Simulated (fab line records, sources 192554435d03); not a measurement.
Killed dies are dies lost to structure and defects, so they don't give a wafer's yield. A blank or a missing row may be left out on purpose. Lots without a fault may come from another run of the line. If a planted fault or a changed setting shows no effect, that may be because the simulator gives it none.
Struck lot and sound lot, side by side + flow n5-finfet + 14 out of 1938 route steps
Sound: wafers L894.2, L894.5, L894.6. Wafers L904.1, L904.2, L904.3 were the ones struck. The cause comes at the end.
Order at every step that has rows: each side's tool, ch and its chambers, its first start. Under that, the readings that differ: sound wafers + struck wafers + difference of the means + sigmas: that difference in standard deviations of wafers without a fault.
alike: same words and numbers on both sides, and readings whose means sit less than 2 such deviations apart. not compared: any withheld reading, any reading some wafer has no value for, any bound like >300 that may hide the same value, and any number with overlapping values for which the record gives no deviation.
A row with sigmas, a row that says differs or no value, or rows on one side alone: a step with any of these is where the two part. Numbers that don't overlap but have no deviation are shown without sigmas and don't part them. A reading that every wafer of one side lacks parts them only if that side has two wafers or more.

N5_BEOL_M0_SAQP_HM_DEP_02: deposits TiN, target thk 12 nm.
  struck on pvd-sputter-01, day 9 04:14; sound on pvd-sputter-03, day 6 19:05
  alike: throttle-valve-pct
N5_BEOL_M0_SAQP_PECVD_03: deposits SiCN from 3MS/NH3, target thk 12 nm, time 21.1 s.
  sound on pecvd-03 ch 1,2, day 6 19:13; struck on pecvd-03 ch 0,1,2, day 9 04:22
  alike: chamber-pressure-Torr, showerhead-plenum-p-Torr, throttle-valve-pct
N5_BEOL_M0_SAQP_PECVD_96: deposits a-Si from SiH4/He, target thk 45 nm, time 45.2 s.
  sound on pecvd-03 ch 1,2, day 6 19:14; struck on pecvd-03 ch 0,1,2, day 9 04:23
  alike: chamber-pressure-Torr, heater-power-w, showerhead-plenum-p-Torr, throttle-valve-pct
N5_BEOL_M0_SAQP_PECVD_97: deposits SiNx from SiH4/NH3/N2, target thk 23 nm, time 19.9 s.
  sound on pecvd-03 ch 1,2, day 6 19:17; struck on pecvd-03 ch 0,1,2, day 9 04:26
  alike: chamber-pressure-Torr, heater-power-w, showerhead-plenum-p-Torr, throttle-valve-pct
then, 1 step without rows for these wafers: N5_BEOL_M0_SAQP_PECVD_04 (deposits a-Si from SiH4/He, target thk 60 nm, time 60.2 s).
N5_BEOL_M0_SAQP_THK_MEAS_05:
  struck on film-metro-01, day 9 04:35; sound on film-metro-01, day 6 19:25
  alike: thk-nm
N5_BEOL_M0_SAQP_HM_DEP_111: deposits SiO2 from SiH4/N2O, target thk 12 nm, time 7.2 s.
  sound on pecvd-03 ch 1,2, day 6 19:28; struck on pecvd-04 ch 0,1,2, day 9 04:37
  alike: chamber-pressure-Torr, heater-power-w, showerhead-plenum-p-Torr
then, 5 steps without rows for these wafers: N5_BEOL_M0_SAQP_COAT_81 (time 60 s, resist thk 100 nm); N5_BEOL_M0_SAQP_COAT_82 (time 60 s, resist thk 30 nm); N5_BEOL_M0_SAQP_COAT_08 (resist thk 90 nm); N5_BEOL_M0_SAQP_EBR_10; N5_BEOL_M0_SAQP_SOFTBAKE_09 (time 60 s).
N5_BEOL_M0_SAQP_EXPOSE_11: exposes mask M0 CORE, target cd 42 nm.
  sound on arfi-scanner-01 ch 0, day 6 19:40; struck on arfi-scanner-02, day 9 04:56
  no value came back on the struck wafers for dipole-opening-deg (degrees), exposure-dose-mJ-cm2, focus-offset-nm (nm), na; on the sound wafers dipole-opening-deg (degrees) reads 40 40 40
  alike: mask
then, 1 step without rows for these wafers: N5_BEOL_M0_SAQP_PEB_12 (peb time 60 s).

WHERE THEY PART
At N5_BEOL_M0_SAQP_EXPOSE_11 and nowhere else, as far as this record goes.

WHY: whatever the simulator had introduced
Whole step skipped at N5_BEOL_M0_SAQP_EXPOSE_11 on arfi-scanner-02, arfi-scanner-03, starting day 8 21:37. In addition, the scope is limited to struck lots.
